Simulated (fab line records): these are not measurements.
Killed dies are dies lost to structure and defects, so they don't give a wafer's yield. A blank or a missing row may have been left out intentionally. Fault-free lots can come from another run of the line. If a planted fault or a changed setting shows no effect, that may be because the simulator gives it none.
fab line records    flow n5Finfet    part 1 of 2: steps 1 to 24 of 34
record lots=5  wafers=15  lastDay=17
route steps=1938 shown BEOL_M8@1382 BEOL_M9@1401
lots with no fault: from the same line, run without faults
startH: start of the lot's first displayed wafer, in hours after the record's first day    waitH: hours from the lot's prior step to this one    " repeats the value in the row above    L1.1+2: several wafers, shown together as one row    - value missing, or start not given    * or withheld: withheld    < > ~ a bound
route shown NAME@n: NAME is a module with steps in the file, n the number in the route of the first one    usual: average and standard deviation across the fault-free wafers    same: alike in all rows    chamber/n: place in a boat    sites: per-site readings    _std_site: how widely they spread, as a standard deviation    _edge_site: outer sites' mean less inner sites'    radiusMm: how far each site lies from the wafer's centre    mask NAME#n: copy n    behind: the last tool/chamber to shape the wafer    hold: reason for holding the lot/hours on hold/outcome of the hold    device: which transistor (n, p or np) failed to switch    end of line: tests of these same wafers at the route's end    for a step that has no rows: nothing shown but its recipe    killed: dies lost to structure and defects at the first sort, not the wafer's yield    map: a wafer's dies, marking killed ones x, the rest . and places with no die _
set.NAME: the setting the step ran with; set.NAME@STEP: the setting that earlier step ran with    model.NAME: the simulator's own value behind a step, which no gauge read
lots at selected steps of the route; one table per step, one row per wafer
services: a tool's chamber out of use, with start hour (startH, from the record's first day; less than 0 if before it), hours out, and reason
## steps
# step N5_BEOL_M8_SRD_40
# recipe timeS=30  tempC=23  rinseLiquid=diw  dry=ipaMarangoni
# usual doSupplyPpb=10.00/0.092  tempC=23.01/0.12
lot.wafer  tool         chamber  startH  waitH  doSupplyPpb  tempC
L077.1     wetBench-06  7        224.77  0.0    10.01        22.79
L077.2     "            6        "       "      10.03        22.84
L077.6     "            2        "       "      10.01        22.79
L079.2     wetBench-01  5        234.88  0.0    10.15        23.03
L079.5     "            0        "       "      9.96         23.20
L079.6     "            4        "       "      10.03        23.08
L084.1     wetBench-06  6        258.92  0.0    10.21        22.83
L084.2     "            2        "       "      10.07        22.99
L084.5     "            1        "       "      9.98         22.95
L085.2     wetBench-01  1        267.32  0.0    10.13        23.26
L085.4     "            6        "       "      9.98         22.86
L085.6     "            7        "       "      9.97         23.14
L095.2     wetBench-04  1        341.00  0.0    9.82         23.00
L095.3     "            0        "       "      10.08        22.94
L095.4     "            7        "       "      9.91         22.96
# step N5_BEOL_M8_PRECLEAN_42
# recipe chemistry=residueRemover  timeS=60  tempC=40
# usual tempC=40.02/0.11
lot.wafer  tool         chamber  startH  waitH  tempC
L077.1     wetBench-06  7        224.78  0.0    39.97
L077.2     "            6        "       "      39.99
L077.6     "            2        "       "      39.76
L079.2     wetBench-01  5        234.90  0.0    39.98
L079.5     "            0        "       "      39.97
L079.6     "            4        "       "      40.00
L084.1     wetBench-06  6        258.93  0.0    40.03
L084.2     "            2        "       "      39.88
L084.5     "            1        "       "      40.18
L085.2     wetBench-01  1        267.34  0.0    40.11
L085.4     "            6        "       "      40.04
L085.6     "            7        "       "      40.16
L095.2     wetBench-04  1        341.02  0.0    39.92
L095.3     "            0        "       "      39.84
L095.4     "            7        "       "      40.11
# step N5_BEOL_M8_SRD_43
# recipe timeS=30  tempC=23  rinseLiquid=diw  dry=ipaMarangoni
# usual doSupplyPpb=10.01/0.089  tempC=23.01/0.1
lot.wafer  tool         chamber  startH  waitH  doSupplyPpb  tempC
L077.1     wetBench-06  7        224.80  0.0    10.07        23.08
L077.2     "            6        "       "      9.93         22.98
L077.6     "            2        "       "      10.09        23.01
L079.2     wetBench-01  5        234.92  0.0    10.01        23.00
L079.5     "            0        "       "      10.09        22.98
L079.6     "            4        "       "      10.06        23.00
L084.1     wetBench-06  6        258.95  0.0    9.88         23.04
L084.2     "            2        "       "      9.99         22.91
L084.5     "            1        "       "      10.13        22.89
L085.2     wetBench-01  1        267.36  0.0    9.90         22.94
L085.4     "            6        "       "      10.09        23.21
L085.6     "            7        "       "      10.06        22.87
L095.2     wetBench-04  1        341.04  0.0    9.95         23.07
L095.3     "            0        "       "      9.99         23.02
L095.4     "            7        "       "      9.88         23.15
# step N5_BEOL_M8_CD_MEAS_35
# recipe targetCdNm=40  polarity=opening
# usual cdNm=40.1/0.82
lot.wafer  tool      chamber  startH  waitH  cdNm
L077.1     cdSem-03  -        224.84  0.0    41.1
L077.2     "         -        "       "      38.9
L077.6     "         -        "       "      40.8
L079.2     cdSem-01  -        234.97  0.0    41.4
L079.5     "         -        "       "      42.6
L079.6     "         -        "       "      40.3
L084.1     cdSem-01  -        258.99  0.0    39.5
L084.2     "         -        "       "      39.9
L084.5     "         -        "       "      38.8
L085.2     cdSem-03  -        267.40  0.0    39.0
L085.4     "         -        "       "      39.5
L085.6     "         -        "       "      38.9
L095.2     cdSem-02  -        341.08  0.0    40.3
L095.3     "         -        "       "      40.6
L095.4     "         -        "       "      40.7
# step N5_BEOL_M8_CURE_75
# recipe tempC=370  timeS=120  ambient=DMADMS/He  material=SiCOH_lowk
# usual lampPowerPct=52.31/0.056  wafer_temp_C_max=372.0/0.69
lot.wafer  tool       chamber  startH  waitH  lampPowerPct  wafer_temp_C_max
L077.1     uvCure-03  2        224.88  0.0    52.25         371.8
L077.2     "          2        "       "      52.30         372.0
L077.6     "          2        "       "      52.30         372.1
L079.2     uvCure-01  1        235.06  0.1    52.26         371.5
L079.5     "          1        "       "      52.29         373.1
L079.6     "          1        "       "      52.41         371.8
L084.1     uvCure-01  1        259.03  0.0    52.29         372.3
L084.2     "          1        "       "      52.34         372.0
L084.5     "          1        "       "      52.29         372.4
L085.2     uvCure-01  2        267.49  0.1    52.44         372.2
L085.4     "          2        "       "      52.34         372.2
L085.6     "          2        "       "      52.31         372.6
L095.2     uvCure-03  2        341.17  0.1    52.37         371.9
L095.3     "          2        "       "      52.24         372.1
L095.4     "          2        "       "      52.30         371.8
# step N5_BEOL_M8_DEGAS_44
# recipe ambient=vacuum  tempC=250  timeS=60
# usual heaterPowerW=371/36
lot.wafer  tool           chamber  startH  waitH  heaterPowerW
L077.1     pvdSputter-03  -        225.44  0.5    398
L077.2     "              -        "       "      318
L077.6     "              -        "       "      376
L079.2     pvdSputter-02  -        237.34  2.2    366
L079.5     "              -        "       "      416
L079.6     "              -        "       "      372
L084.1     pvdSputter-02  -        259.50  0.4    306
L084.2     "              -        "       "      357
L084.5     "              -        "       "      377
L085.2     pvdSputter-02  -        268.06  0.5    365
L085.4     "              -        "       "      303
L085.6     "              -        "       "      405
L095.2     pvdSputter-03  -        341.45  0.2    401
L095.3     "              -        "       "      331
L095.4     "              -        "       "      335
# step N5_BEOL_M8_PRE_CLEAN_45
# recipe gas=H2/He  timeS=30  tempC=250
# usual heaterPowerW=371/36
lot.wafer  tool           chamber  startH  waitH  heaterPowerW
L077.1     pvdSputter-03  -        225.48  0.0    390
L077.2     "              -        "       "      336
L077.6     "              -        "       "      376
L079.2     pvdSputter-02  -        237.38  0.0    372
L079.5     "              -        "       "      400
L079.6     "              -        "       "      360
L084.1     pvdSputter-02  -        259.54  0.0    303
L084.2     "              -        "       "      365
L084.5     "              -        "       "      379
L085.2     pvdSputter-02  -        268.10  0.0    385
L085.4     "              -        "       "      308
L085.6     "              -        "       "      401
L095.2     pvdSputter-03  -        341.49  0.0    404
L095.3     "              -        "       "      329
L095.4     "              -        "       "      345
# step N5_BEOL_M8_ALD_77
# recipe material=TaN  targetThkA=20  tempC=275  aldPrecursorFamily=PDMAT  aldCoReactant=NH3  pressureTorr=3  carrierFlowSccm=1500  pulseTimeS=2  purgeTimeS=3  coReactantPurgeTimeS=2  coReactantPulseTimeS=3  aldCycles=40  precursorVesselTempC=75  precursorVesselPressureTorr=26.25  precursorVesselCarrierSccm=1000
# usual heaterPowerW=428/51
lot.wafer  tool         chamber  startH  waitH  heaterPowerW
L077.1     aldMetal-02  2        225.54  0.0    479
L077.2     "            1        "       "      497
L077.6     "            2        "       "      491
L079.2     aldMetal-03  3        237.44  0.0    458
L079.5     "            3        "       "      466
L079.6     "            0        "       "      351
L084.1     aldMetal-02  2        259.60  0.0    491
L084.2     "            1        "       "      500
L084.5     "            1        "       "      494
L085.2     aldMetal-01  3        268.16  0.0    414
L085.4     "            0        "       "      349
L085.6     "            2        "       "      473
L095.2     aldMetal-03  3        341.56  0.0    463
L095.3     "            2        "       "      392
L095.4     "            1        "       "      369
# step N5_BEOL_M8_SURFACE_TREAT_79
# recipe gas=Ar  timeS=*  ionEnergyEv=*  ionCurrentMaCm2=0.5  pressureMtorr=*  arFlowSccm=30
# usual throttleValvePct=*
lot.wafer  tool           chamber  startH  waitH  throttleValvePct
L077.1     pvdSputter-01  -        225.87  0.2    *
L077.2     "              -        "       "      *
L077.6     "              -        "       "      *
L079.2     pvdSputter-01  -        237.74  0.2    *
L079.5     "              -        "       "      *
L079.6     "              -        "       "      *
L084.1     pvdSputter-02  -        259.88  0.2    *
L084.2     "              -        "       "      *
L084.5     "              -        "       "      *
L085.2     pvdSputter-02  -        268.48  0.2    *
L085.4     "              -        "       "      *
L085.6     "              -        "       "      *
L095.2     pvdSputter-03  -        341.92  0.2    *
L095.3     "              -        "       "      *
L095.4     "              -        "       "      *
# step N5_BEOL_M8_CVD_78
# recipe material=Co  targetThkA=20  tempC=withheld  precursor=CCTBA/H2  pressureTorr=30  timeS=142.3
lot.wafer   tool      chamber  startH  waitH
L077.1+2+6  cvdCo-02  0,2,1    225.98  0.1
L079.2+5+6  cvdCo-01  1,2,1    237.86  0.1
L084.1+2+5  cvdCo-02  0,2,1    259.94  0.0
L085.2+4+6  cvdCo-01  1,2,0    268.54  0.0
L095.2+3+4  cvdCo-02  2,0,1    342.03  0.1
# step N5_BEOL_M8_SPUTTER_48
# recipe material=Cu  targetThkA=100  tempC=-20  biasV=60  powerW=26000  chamberPressurePa=0.13  timeS=1.667
# usual throttleValvePct=30.1/0.93
lot.wafer  tool           chamber  startH  waitH  throttleValvePct
L077.1     pvdSputter-03  -        226.16  0.1    31.0
L077.2     "              -        "       "      31.6
L077.6     "              -        "       "      31.8
L079.2     pvdSputter-01  -        238.08  0.2    30.8
L079.5     "              -        "       "      30.0
L079.6     "              -        "       "      30.7
L084.1     pvdSputter-03  -        260.06  0.1    31.8
L084.2     "              -        "       "      30.9
L084.5     "              -        "       "      29.2
L085.2     pvdSputter-02  -        268.65  0.1    29.9
L085.4     "              -        "       "      29.7
L085.6     "              -        "       "      30.0
L095.2     pvdSputter-03  -        342.14  0.1    30.2
L095.3     "              -        "       "      31.8
L095.4     "              -        "       "      31.0
# step N5_BEOL_M8_ECD_50
# recipe material=Cu  targetThkA=3000
lot.wafer   tool      chamber  startH  waitH
L077.1+2+6  ecdCu-02  0,1,1    226.28  0.1
L079.2+5+6  ecdCu-01  1,0,1    238.20  0.1
L084.1+2+5  ecdCu-01  0,1,0    260.18  0.1
L085.2+4+6  ecdCu-01  1,0,0    268.77  0.1
L095.2+3+4  ecdCu-01  1,1,0    342.26  0.1
# step N5_BEOL_M8_ANNEAL_51
# recipe tempC=225  timeS=90  ambient=N2
# usual wafer_temp_C_max=226.22/0.27
lot.wafer  tool          chamber  startH  waitH  wafer_temp_C_max
L077.1     rtpAnneal-02  0        226.49  0.2    225.56
L077.2     "             0        "       "      226.15
L077.6     "             0        "       "      226.19
L079.2     rtpAnneal-02  0        238.34  0.1    226.13
L079.5     "             0        "       "      226.62
L079.6     "             0        "       "      226.28
L084.1     rtpAnneal-01  0        260.27  0.1    226.51
L084.2     "             0        "       "      226.43
L084.5     "             0        "       "      226.17
L085.2     rtpAnneal-01  0        272.50  3.7    225.82
L085.4     "             0        "       "      225.83
L085.6     "             0        "       "      226.49
L095.2     rtpAnneal-02  0        342.40  0.1    226.59
L095.3     "             0        "       "      226.25
L095.4     "             0        "       "      226.06
# step N5_BEOL_M8_CMP_52
# recipe stopOn=SiCOH_lowk  tOverpolishS=6.9  downForcePsi=1  platenRpm=50  clearingPlatenDownForcePsi=1.5  clearingPlatenRpm=50  postCmpClean=cuAlkaline  targetThkNm=80  clearingPlatenPadVelocityMS=0.99484  padVelocityMS=0.99484
# usual barrierFieldEndpointS=28.8/1  motorCurrentA=6.1/0.6  overpolishRunS=6.899/0.0091  timeToEndpointS=63/4.3
lot.wafer  tool    chamber  startH  waitH  barrierFieldEndpointS  motorCurrentA  overpolishRunS  timeToEndpointS
L077.2     cmp-03  2        226.86  0.3    28.4                   5.3            6.906           62
L077.1     "       3        "       "      28.3                   5.9            6.891           61
L077.6     "       0        "       "      29.3                   5.7            6.910           65
L079.2     cmp-04  3        238.67  0.3    30.1                   7.1            6.903           69
L079.6     "       1        "       "      28.5                   5.1            6.892           62
L079.5     "       2        "       "      29.6                   6.4            6.888           71
L084.2     cmp-04  3        260.60  0.2    30.6                   7.6            6.899           70
L084.1     "       1        "       "      28.5                   5.0            6.896           60
L084.5     "       2        "       "      29.9                   6.7            6.890           67
L085.2     cmp-01  1        272.80  0.3    28.2                   6.3            6.890           55
L085.4     "       0        "       "      28.3                   6.1            6.909           57
L085.6     "       1        "       "      28.5                   6.5            6.905           58
L095.2     cmp-04  3        342.65  0.2    31.2                   7.7            6.892           70
L095.3     "       0        "       "      30.5                   6.3            6.903           72
L095.4     "       2        "       "      30.0                   6.9            6.889           68
# step N5_BEOL_M8_THK_MEAS_53
# recipe thkMeasGauge=xrf  reads=Cu_of_BEOL_M8_ECD_50
# usual M8_THK=78.4/2.4
lot.wafer  tool          chamber  startH  waitH  M8_THK[nm]
L077.1     filmMetro-01  -        227.08  -      76.7
L077.2     "             -        "       "      74.1
L077.6     "             -        "       "      77.9
L079.2     filmMetro-02  -        238.89  -      79.4
L079.5     "             -        "       "      81.0
L079.6     "             -        "       "      76.9
L084.1     filmMetro-02  -        260.86  -      75.7
L084.2     "             -        "       "      81.5
L084.5     "             -        "       "      76.3
L085.2     filmMetro-02  -        273.09  -      74.4
L085.4     "             -        "       "      76.6
L085.6     "             -        "       "      76.7
L095.2     filmMetro-01  -        342.94  -      79.7
L095.3     "             -        "       "      75.4
L095.4     "             -        "       "      81.0
# step N5_BEOL_M8_PRE_CLEAN_55
# recipe gas=NH3  timeS=15  tempC=withheld  rfPowerW=300
lot.wafer   tool      chamber  startH  waitH
L077.1+2+6  pecvd-04  1,2,1    227.12  0.0
L079.2+5+6  pecvd-04  2,2,0    238.92  0.0
L084.1+2+5  pecvd-04  2,0,0    260.90  0.0
L085.2+4+6  pecvd-04  1,2,1    273.13  0.0
L095.2+3+4  pecvd-01  2,0,0    342.98  0.0
# step N5_BEOL_M8_DEP_56
# recipe material=SiCN  targetThkA=100  tempC=withheld  precursor=3MS/NH3  pressureTorr=3  rfW=202  timeS=17.5
# usual showerheadPlenumPTorr=3.657/0.011  showerheadVppV=842/39  throttleValvePct=8.9/0.48
lot.wafer  tool      chamber  startH  waitH  showerheadPlenumPTorr  showerheadVppV  throttleValvePct
L077.1     pecvd-04  1        227.14  0.0    3.650                  839             8.8
L077.2     "         2        "       "      3.653                  827             8.4
L077.6     "         1        "       "      3.643                  827             8.8
L079.2     pecvd-04  2        238.95  0.0    3.647                  822             8.3
L079.5     "         2        "       "      3.650                  829             8.3
L079.6     "         0        "       "      3.666                  796             8.5
L084.1     pecvd-04  2        260.92  0.0    3.640                  823             8.4
L084.2     "         0        "       "      3.664                  808             8.6
L084.5     "         0        "       "      3.672                  804             8.4
L085.2     pecvd-04  1        273.15  0.0    3.654                  836             8.5
L085.4     "         2        "       "      3.645                  823             8.4
L085.6     "         1        "       "      3.642                  850             8.9
L095.2     pecvd-01  2        343.00  0.0    3.663                  825             9.4
L095.3     "         0        "       "      3.651                  844             9.2
L095.4     "         0        "       "      3.653                  838             9.7
# step N5_BEOL_M8_RS_MEAS_57
# recipe thkMeasGauge=four-point-probe  reads=Cu_of_BEOL_M8_ECD_50+Co_of_BEOL_M8_CVD_78+TaN_of_BEOL_M8_ALD_77
# usual M8_RS=0.293/0.01
lot.wafer  tool          chamber  startH  waitH  M8_RS[ohm/sq]
L077.1     filmMetro-01  -        227.21  0.1    0.299
L077.2     "             -        "       "      0.309
L077.6     "             -        "       "      0.293
L079.2     filmMetro-02  -        239.02  0.1    0.288
L079.5     "             -        "       "      0.281
L079.6     "             -        "       "      0.298
L084.1     filmMetro-01  -        260.99  0.1    0.307
L084.2     "             -        "       "      0.281
L084.5     "             -        "       "      0.304
L085.2     filmMetro-02  -        273.22  0.1    0.314
L085.4     "             -        "       "      0.305
L085.6     "             -        "       "      0.305
L095.2     filmMetro-02  -        343.07  0.1    0.288
L095.3     "             -        "       "      0.305
L095.4     "             -        "       "      0.280
# step N5_BEOL_M8_INSPECT_58
# recipe inspectInstrument=darkfield  mode=postDep
# usual rawDefectCount=71/21
lot.wafer  tool              chamber  startH  waitH  rawDefectCount
L077.1     defectInspect-02  -        227.24  0.0    42
L077.2     "                 -        "       "      55
L077.6     "                 -        "       "      89
L079.2     defectInspect-02  -        239.04  0.0    93
L079.5     "                 -        "       "      81
L079.6     "                 -        "       "      77
L084.1     defectInspect-02  -        261.02  0.0    99
L084.2     "                 -        "       "      86
L084.5     "                 -        "       "      88
L085.2     defectInspect-02  -        273.25  0.0    77
L085.4     "                 -        "       "      66
L085.6     "                 -        "       "      60
L095.2     defectInspect-01  -        343.10  0.0    96
L095.3     "                 -        "       "      68
L095.4     "                 -        "       "      63
# step N5_BEOL_M9_ILD_DEP_00
# recipe material=SiCOH_lowk  targetThkA=3085.1  tempC=300  precursor=DEMS/porogen  pressureTorr=5  rfW=500  timeS=58
# usual heaterPowerW=333/40  showerheadPlenumPTorr=5.735/0.016  showerheadVppV=1334/40  throttleValvePct=13.6/0.57
lot.wafer  tool      chamber  startH  waitH  heaterPowerW  showerheadPlenumPTorr  showerheadVppV  throttleValvePct
L077.1     pecvd-04  0        227.27  0.0    350           5.743                  1248            13.1
L077.2     "         2        "       "      332           5.717                  1309            12.6
L077.6     "         1        "       "      286           5.733                  1322            13.2
L079.2     pecvd-02  2        239.08  0.0    347           5.733                  1364            13.5
L079.5     "         0        "       "      265           5.762                  1382            14.0
L079.6     "         1        "       "      359           5.741                  1370            14.5
L084.1     pecvd-02  2        261.05  0.0    363           5.724                  1371            13.5
L084.2     "         1        "       "      364           5.742                  1361            14.3
L084.5     "         1        "       "      364           5.725                  1353            14.4
L085.2     pecvd-02  0        273.28  0.0    325           5.761                  1385            13.8
L085.4     "         2        "       "      373           5.725                  1387            13.7
L085.6     "         0        "       "      311           5.758                  1378            13.8
L095.2     pecvd-04  0        343.14  0.0    392           5.742                  1249            13.2
L095.3     "         1        "       "      275           5.725                  1292            13.7
L095.4     "         2        "       "      336           5.720                  1304            12.8
# step N5_BEOL_M9_CURE_71
# recipe tempC=385  timeS=240  ambient=He/Ar  material=SiCOH_lowk
# usual lampPowerPct=52.31/0.055  wafer_temp_C_max=387.1/0.85
lot.wafer  tool       chamber  startH  waitH  lampPowerPct  wafer_temp_C_max
L077.1     uvCure-02  0        227.35  0.0    52.23         387.5
L077.2     "          0        "       "      52.28         387.8
L077.6     "          0        "       "      52.30         388.6
L079.2     uvCure-02  2        239.24  0.1    52.27         385.9
L079.5     "          2        "       "      52.24         386.9
L079.6     "          2        "       "      52.27         386.7
L084.1     uvCure-01  0        262.20  1.1    52.37         385.9
L084.2     "          0        "       "      52.40         385.9
L084.5     "          0        "       "      52.33         386.4
L085.2     uvCure-02  2        273.52  0.2    52.31         386.1
L085.4     "          2        "       "      52.42         386.4
L085.6     "          2        "       "      52.33         386.4
L095.2     uvCure-01  0        343.29  0.1    52.26         386.4
L095.3     "          0        "       "      52.28         386.0
L095.4     "          0        "       "      52.30         386.3
# step N5_BEOL_M9_THK_MEAS_01
# recipe reads=SiCOH_lowk_of_BEOL_M9_ILD_DEP_00
# usual M9_ILD_THK=270/3.6
lot.wafer  tool          chamber  startH  waitH  M9_ILD_THK[nm]
L077.1     filmMetro-01  -        227.86  0.4    267
L077.2     "             -        "       "      270
L077.6     "             -        "       "      278
L079.2     filmMetro-01  -        239.67  0.4    263
L079.5     "             -        "       "      275
L079.6     "             -        "       "      268
L084.1     filmMetro-02  -        262.72  0.4    267
L084.2     "             -        "       "      267
L084.5     "             -        "       "      270
L085.2     filmMetro-02  -        274.36  0.7    269
L085.4     "             -        "       "      267
L085.6     "             -        "       "      274
L095.2     filmMetro-01  -        343.73  0.4    266
L095.3     "             -        "       "      269
L095.4     "             -        "       "      270
# step N5_BEOL_M9_PECVD_70
# recipe material=SiO2  targetThkA=200  tempC=400  precursor=TEOS/O2  pressureTorr=5.5  rfW=450  teosFlowSccm=53.8  gas=O2  flowSccm=3000  timeS=22.7
# usual heaterPowerW=763/79  showerheadPlenumPTorr=8.76/0.059  showerheadVppV=1256/38  throttleValvePct=21.7/0.93
lot.wafer  tool      chamber  startH  waitH  heaterPowerW  showerheadPlenumPTorr  showerheadVppV  throttleValvePct
L077.1     pecvd-04  1        227.90  0.0    696           8.74                   1257            21.5
L077.2     "         0        "       "      830           8.80                   1172            21.2
L077.6     "         0        "       "      838           8.81                   1206            21.3
L079.2     pecvd-04  0        239.71  0.0    801           8.80                   1191            21.3
L079.5     "         1        "       "      726           8.70                   1248            21.5
L079.6     "         2        "       "      742           8.66                   1236            20.1
L084.1     pecvd-03  0        262.75  0.0    657           8.79                   1286            22.3
L084.2     "         2        "       "      756           8.69                   1237            20.5
L084.5     "         0        "       "      653           8.77                   1269            22.5
L085.2     pecvd-04  0        274.39  0.0    773           8.81                   1185            21.2
L085.4     "         2        "       "      663           8.67                   1233            20.6
L085.6     "         0        "       "      775           8.80                   1201            21.5
L095.2     pecvd-03  1        343.76  0.0    777           8.84                   1278            22.9
L095.3     "         2        "       "      655           8.70                   1238            21.0
L095.4     "         1        "       "      765           8.83                   1298            22.7
# step N5_BEOL_M9_HM_DEP_02
# recipe material=TiN  targetThkA=200  tempC=25  chamberPressurePa=0.49996
# usual throttleValvePct=30.0/0.84
lot.wafer  tool           chamber  startH  waitH  throttleValvePct
L077.1     pvdSputter-02  -        228.29  0.4    29.8
L077.2     "              -        "       "      30.0
L077.6     "              -        "       "      29.9
L079.2     pvdSputter-01  -        240.44  0.7    29.8
L079.5     "              -        "       "      30.7
L079.6     "              -        "       "      29.7
L084.1     pvdSputter-03  -        263.69  0.9    30.8
L084.2     "              -        "       "      29.1
L084.5     "              -        "       "      29.1
L085.2     pvdSputter-03  -        275.47  1.1    31.5
L085.4     "              -        "       "      30.9
L085.6     "              -        "       "      30.0
L095.2     pvdSputter-01  -        344.75  1.0    28.7
L095.3     "              -        "       "      30.0
L095.4     "              -        "       "      30.5
